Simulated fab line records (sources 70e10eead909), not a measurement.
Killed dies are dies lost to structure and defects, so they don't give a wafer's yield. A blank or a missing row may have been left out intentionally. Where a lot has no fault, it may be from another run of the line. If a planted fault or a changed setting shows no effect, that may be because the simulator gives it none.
Chamber matching    flow nand_harc    NHARC_A_WL_FILL_CMP_12 on cmp-04: 4 sister chambers
The step polishes, t overpolish 30 s, target thk 100 nm. 8 wafers are shown with their chamber, then 12 later ones without.

## WAFERS PAIRED WITH THEIR CHAMBERS
wafer   chamber  motor_current_A (A)  time_to_endpoint_s (s)
L084.6  0        10.9                 24.1
L086.4  2        10.0                 26.0
L087.2  3        14.0                 19.8
L087.5  1        11.2                 19.7
L087.6  2        9.8                  23.8
L089.1  0        10.7                 16.7
L089.3  1        11.3                 16.6
L089.6  3        13.3                 16.7

## WAFERS WHOSE CHAMBER IS MISSING
wafer   motor_current_A (A)  time_to_endpoint_s (s)
L092.1  9.7                  22.4
L092.3  10.6                 20.8
L092.6  10.0                 20.0
L093.3  10.5                 19.9
L093.4  13.6                 17.3
L093.5  11.1                 20.6
L094.1  14.4                 19.8
L094.2  9.8                  24.4
L094.5  14.3                 18.2
L097.3  13.9                 20.6
L097.4  9.9                  22.1
L097.6  14.4                 19.0

## CHAMBER TAKEN BY EACH
wafer   from the rows above           in truth
L092.1  2                             2
L092.3  can't be placed: 0 or 1       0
L092.6  can't be placed: 2 or 0       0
L093.3  can't be placed: 0 or 2 or 1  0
L093.4  3                             3
L093.5  can't be placed: 1 or 0       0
L094.1  3                             3
L094.2  2                             2
L094.5  3                             3
L097.3  3                             3
L097.4  2                             2
L097.6  3                             3
Placed correctly: 8 of 12. Not placeable from these rows: 4 (in 4, the candidates include the true chamber). Placed wrongly: 0.
How it was worked out, from the rows above alone: a wafer's distance from a chamber is the root of the sum, over the readings, of the square of ((its reading less the chamber's mean) divided by the reading's scatter). The wafer belongs to the nearest chamber; if the next one is less than 2 further off, it can't be placed. For every chamber, the mean is computed from those of its wafers that are shown. How the scatter is found: for the shown wafers, subtract from each reading the mean of its chamber, square and add these, divide the total by (wafers less chambers), then take the root.
